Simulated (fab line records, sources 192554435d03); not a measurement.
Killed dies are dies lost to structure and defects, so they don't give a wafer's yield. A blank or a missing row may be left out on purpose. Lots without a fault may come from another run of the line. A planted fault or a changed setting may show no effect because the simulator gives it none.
Chamber matching | flow n5_finfet | N5_HKMG_FIN_ALD_21 on ald_metal-02: 4 sister chambers
The step deposits TiN, target thk 1.5 nm, pulse time 1 s, purge time 3 s. 16 wafers are shown with their chamber, then 8 later ones without.

WAFERS WITH THEIR CHAMBER
wafer  | chamber | heater_power_w (W) | susceptor_temp_C (C) | precursor_pulse_height_rel
L078.1 | 1       | 909                | 399.75               | 0.997
L078.2 | 3       | 900                | 399.96               | 0.977
L078.6 | 2       | 977                | 400.20               | 1.001
L086.2 | 0       | 843                | 399.97               | 1.001
L086.4 | 2       | 971                | 399.70               | 0.988
L086.6 | 3       | 916                | 400.24               | 0.999
L087.2 | 1       | 925                | 399.91               | 1.044
L087.5 | 3       | 879                | 399.78               | 1.014
L087.6 | 0       | 835                | 400.08               | 1.018
L088.1 | 0       | 826                | 400.00               | 0.984
L088.2 | 2       | 984                | 399.61               | 0.997
L088.4 | 3       | 883                | 400.35               | 0.996
L090.2 | 0       | 827                | 399.85               | 0.994
L090.4 | 2       | 974                | 399.78               | 1.014
L090.6 | 0       | 823                | 399.86               | 0.975
L091.2 | 1       | 886                | 399.66               | 0.994

SIGNATURES (means of the wafers above)
reading                    | chamber 0 | chamber 1 | chamber 2 | chamber 3 | scatter within a chamber
heater_power_w             | 830.80    | 906.67    | 976.50    | 894.50    | 12.9
susceptor_temp_C           | 399.9520  | 399.7733  | 399.8225  | 400.0825  | 0.199
precursor_pulse_height_rel | 0.99440   | 1.01167   | 1.00000   | 0.99650   | 0.0176
Rule: a wafer's distance from a chamber is the root of the sum, over the readings, of the square of ((its reading less the chamber's mean) divided by the reading's scatter). The wafer belongs to the nearest chamber; if the next one is less than 2 further off, it can't be placed. The scatter: the root of (the sum of the squares of (reading less its chamber's mean) over the shown wafers, divided by (wafers less chambers)).

WAFERS WITHOUT THEIR CHAMBER
wafer  | heater_power_w (W) | susceptor_temp_C (C) | precursor_pulse_height_rel
L091.4 | 972                | 400.01               | 0.993
L091.6 | 919                | 399.92               | 0.996
L093.1 | 935                | 400.08               | 1.002
L093.2 | 969                | 400.01               | 0.995
L093.5 | 839                | 399.95               | 1.030
L096.1 | 847                | 400.14               | 1.005
L096.4 | 912                | 400.08               | 1.054
L096.6 | 834                | 399.98               | 1.041

WHICH CHAMBER EACH WENT THROUGH
wafer  | from the rows above          | in truth
L091.4 | 2                            | 2
L091.6 | can't be placed: 1 or 3      | 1
L093.1 | can't be placed: 1 or 3 or 2 | 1
L093.2 | 2                            | 2
L093.5 | 0                            | 0
L096.1 | 0                            | 0
L096.4 | can't be placed: 1 or 3      | 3
L096.6 | 0                            | 0
Placed correctly: 5 of 8. Can't be placed from these rows: 3 (the true chamber is among the candidates in 3). Placed wrongly: 0.
